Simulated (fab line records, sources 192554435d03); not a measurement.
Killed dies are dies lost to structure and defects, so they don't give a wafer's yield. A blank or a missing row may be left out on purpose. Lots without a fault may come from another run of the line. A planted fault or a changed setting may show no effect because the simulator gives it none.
Chamber matching | flow n5_finfet | N5_BEOL_M1_CO_CAP_55 on cvd_co-02: 3 sister chambers
The step material Co, precursor CCTBA/H2, target thk 2 nm, time 102.1 s. 6 wafers are shown with their chamber, then 11 later ones without.

WAFERS WITH THEIR CHAMBER
wafer  | chamber | heater_power_w (W)
L535.5 | 2       | 243
L536.5 | 1       | 228
L539.1 | 2       | 232
L539.2 | 1       | 226
L539.3 | 0       | 237
L546.1 | 0       | 233

WAFERS WITHOUT THEIR CHAMBER
wafer  | heater_power_w (W)
L546.2 | 237
L546.4 | 235
L547.2 | 224
L547.5 | 225
L547.6 | 235
L550.1 | 244
L550.2 | 223
L550.5 | 232
L551.1 | 240
L551.2 | 217
L551.5 | 239

WHICH CHAMBER EACH WENT THROUGH
wafer  | from the rows above          | in truth
L546.2 | can't be placed: 2 or 0 or 1 | 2
L546.4 | can't be placed: 0 or 2 or 1 | 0
L547.2 | can't be placed: 1 or 0      | 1
L547.5 | can't be placed: 1 or 0      | 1
L547.6 | can't be placed: 0 or 2 or 1 | 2
L550.1 | can't be placed: 2 or 0      | 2
L550.2 | can't be placed: 1 or 0      | 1
L550.5 | can't be placed: 0 or 1 or 2 | 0
L551.1 | can't be placed: 2 or 0      | 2
L551.2 | can't be placed: 1 or 0      | 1
L551.5 | can't be placed: 2 or 0      | 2
Placed correctly: 0 of 11. Can't be placed from these rows: 11 (the true chamber is among the candidates in 11). Placed wrongly: 0.
How it was worked out, from the rows above alone: a wafer's distance from a chamber is the root of the sum, over the readings, of the square of ((its reading less the chamber's mean) divided by the reading's scatter). The wafer belongs to the nearest chamber; if the next one is less than 2 further off, it can't be placed. A chamber's mean is the mean of its shown wafers. The scatter: the root of (the sum of the squares of (reading less its chamber's mean) over the shown wafers, divided by (wafers less chambers)).
